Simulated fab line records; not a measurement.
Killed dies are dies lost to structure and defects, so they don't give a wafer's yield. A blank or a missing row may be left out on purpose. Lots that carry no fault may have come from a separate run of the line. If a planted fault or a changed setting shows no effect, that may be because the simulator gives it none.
Lot-split experiment | flow n5_finfet | route with 1938 steps; 7 lots, 21 wafers read

## THE SPLIT
At N5_BEOL_M1_PECVD_72 (deposits SiO2 from TEOS/O2, target thk 16 nm, time 18 s), the setting time_s was moved away from the recipe's 18 s on 9 of the 21 wafers read, by -15.0% to +7.6%. For the rest of the wafers, this setting stayed at what the recipe calls for.

The reading is taken at the split's own step.

## THE READING
SiO2_of_BEOL_M1_PECVD_72.thk_nm (the simulator's own value, which no gauge read), in nm, at N5_BEOL_M1_PECVD_72 (deposits SiO2 from TEOS/O2, target thk 16 nm, time 18 s). No usual value for it is given in the file. Across the 12 wafers here that went through the recipe, the average is 16.0 nm and the standard deviation 0.2 nm.

wafer  | tool, chamber at the split | time_s as run, s | against the recipe | SiO2_of_BEOL_M1_PECVD_72.thk_nm, nm | against lot-mates on the recipe
L080.1 | pecvd-03, 2                | 17               | -5.6%              | 15                                  | -1.2
L080.5 | pecvd-03, 1                | 17               | -5.6%              | 15.2                                | -1.0
L080.6 | pecvd-03, 2                | 18               | recipe             | 16.2                                | -
L078.3 | pecvd-01, 0                | 18               | recipe             | 16                                  | -
L078.4 | pecvd-01, 2                | 15.41            | -14.4%             | 13.8                                | -2.3
L078.6 | pecvd-01, 1                | 18               | recipe             | 16.2                                | -
L085.1 | pecvd-03, 2,1,1            | 18               | recipe             | 16                                  | -
L085.4 | pecvd-03, 2,1,1            | 18               | recipe             | 16                                  | -
L085.5 | pecvd-03, 2,1,1            | 18               | recipe             | 16                                  | -
L086.3 | pecvd-03, 2                | 15.3             | -15.0%             | 13.4                                | -3.0
L086.5 | pecvd-03, 2                | 18               | recipe             | 16.4                                | -
L086.6 | pecvd-03, 1                | 15.3             | -15.0%             | 14                                  | -2.4
L091.2 | pecvd-01, 2                | 18               | recipe             | 15.6                                | -
L091.3 | pecvd-01, 1                | 18               | recipe             | 15.8                                | -
L091.5 | pecvd-01, 1                | 16.57            | -7.9%              | 14.6                                | -1.1
L094.3 | pecvd-03, 1,2              | 18               | recipe             | 16                                  | -
L094.6 | pecvd-03, 1,2              | 18               | recipe             | 16                                  | -
L094.5 | pecvd-03, 1                | 19.37            | +7.6%              | 17.6                                | +1.6
L095.3 | pecvd-01, 0                | 18               | recipe             | 15.8                                | -
L095.4 | pecvd-01, 1                | 16.38            | -9.0%              | 14.4                                | -1.4
L095.6 | pecvd-01, 2                | 16.38            | -9.0%              | 14.8                                | -1.0
If several chambers appear in one row, that row covers several wafers at once and the file leaves open which wafer was in which chamber.

THE FIT
A straight line over all 21 wafers: SiO2_of_BEOL_M1_PECVD_72.thk_nm changes by +0.161 nm for each +1% of time_s; r = +0.98; the points scatter about the line by 0.22 nm.
The same after taking each lot's own level away (the mean of its wafers on the recipe; 21 wafers): +0.172 nm for each +1%; r = +0.98; scatter 0.2 nm.
On that fit, the largest move of time_s shifts the reading by 2.6 nm.
Measured against the standard deviation above, the lots' own levels, which go from 15.70 to 16.40 nm, span 3.5 times it.
So the lot-to-lot level changes the slope little: the two slopes agree.
Check: with one of the wafers moved furthest among these (-15.0%) left out of the fit, the line predicts -2.4 nm for it against its lot-mates. It came out at -3 nm against them.

## OTHER SPLITS ON THESE WAFERS
These wafers also went through other splits before the reading. Each is held against what the fit with the lots' levels taken away leaves over:
other split on the same wafers   | wafers away from the commonest value | r with SiO2_of_BEOL_M1_PECVD_72.thk_nm (lot level and that fit taken away)
N5_BEOL_M0_SAQP_ETCH_88 source_w | 3                                    | +0.42

## THE FILE'S OWN FIT
SiO2_of_BEOL_M1_PECVD_72.thk_nm changes by +0.168 nm for each +1% of time_s, r = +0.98.
